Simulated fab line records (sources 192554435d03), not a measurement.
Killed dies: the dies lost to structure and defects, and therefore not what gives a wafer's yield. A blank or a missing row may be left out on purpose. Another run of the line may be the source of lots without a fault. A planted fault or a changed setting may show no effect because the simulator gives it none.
Chamber matching    flow n5 finfet    N5_MOL_CONTACT_COAG_STRIP_96 on rie diel-05 has 4 sister chambers
The step strips in N2/H2. 20 wafers are shown with their chamber, then 10 later ones without.

WAFERS, EACH WITH ITS CHAMBER
wafer   chamber  drypump motor current A (A)  showerhead plenum p Torr (Torr)  throttle valve pct (%)
L075.2  3        4.8                          3.22                             18.7
L075.4  0        6.0                          3.32                             18.7
L075.6  1        6.4                          3.26                             19.1
L076.2  0        6.0                          3.32                             18.7
L076.5  2        5.2                          3.40                             18.2
L076.6  1        6.5                          3.26                             19.0
L079.1  1        6.4                          3.26                             19.1
L079.4  2        5.2                          3.40                             18.2
L079.5  1        6.4                          3.26                             19.1
L081.2  1        6.4                          3.25                             19.1
L081.4  0        6.0                          3.32                             18.3
L081.6  2        5.2                          3.39                             18.2
L083.3  0        5.9                          3.32                             18.3
L083.5  2        5.2                          3.39                             18.2
L083.6  3        4.9                          3.21                             18.8
L085.1  1        6.4                          3.25                             19.1
L085.3  3        4.9                          3.21                             18.8
L085.6  0        6.0                          3.32                             18.3
L088.1  2        5.2                          3.39                             18.2
L088.3  0        5.9                          3.31                             18.3

SIGNATURES (averages over the wafers above)
reading                   chamber 0  chamber 1  chamber 2  chamber 3  scatter within a chamber
drypump motor current A   5.967      6.417      5.200      4.867      0.0421
showerhead plenum p Torr  3.3183     3.2567     3.3940     3.2133     0.00502
throttle valve pct        18.433     19.083     18.200     18.767     0.119
Rule: a wafer lies at a distance from a chamber equal to the root of the sum of squares, over the readings, of (its reading less the chamber's mean, divided by the reading's scatter). If the next closest chamber is less than 2 further off than the closest, the wafer can't be placed; otherwise it belongs to the closest. The scatter: the root of (the sum of the squares of (reading less its chamber's mean) over the shown wafers, divided by (wafers less chambers)).

WAFERS WHOSE CHAMBER IS MISSING
wafer   drypump motor current A (A)  showerhead plenum p Torr (Torr)  throttle valve pct (%)
L088.6  5.2                          3.39                             18.2
L089.2  4.9                          3.21                             18.8
L089.5  6.0                          3.31                             18.3
L089.6  6.5                          3.24                             19.1
L092.2  6.4                          3.24                             19.1
L092.3  5.2                          3.38                             18.2
L092.5  4.9                          3.20                             18.8
L097.1  5.2                          3.38                             18.2
L097.2  4.9                          3.20                             18.8
L097.6  4.9                          3.20                             18.8

EACH ONE'S CHAMBER
wafer   from the rows above  in truth
L088.6  2                    2
L089.2  3                    3
L089.5  0                    0
L089.6  1                    1
L092.2  1                    1
L092.3  2                    2
L092.5  3                    3
L097.1  2                    2
L097.2  3                    3
L097.6  3                    3
Correctly placed: 10 of 10. From these rows, 0 cannot be placed. Placed wrongly: 0.
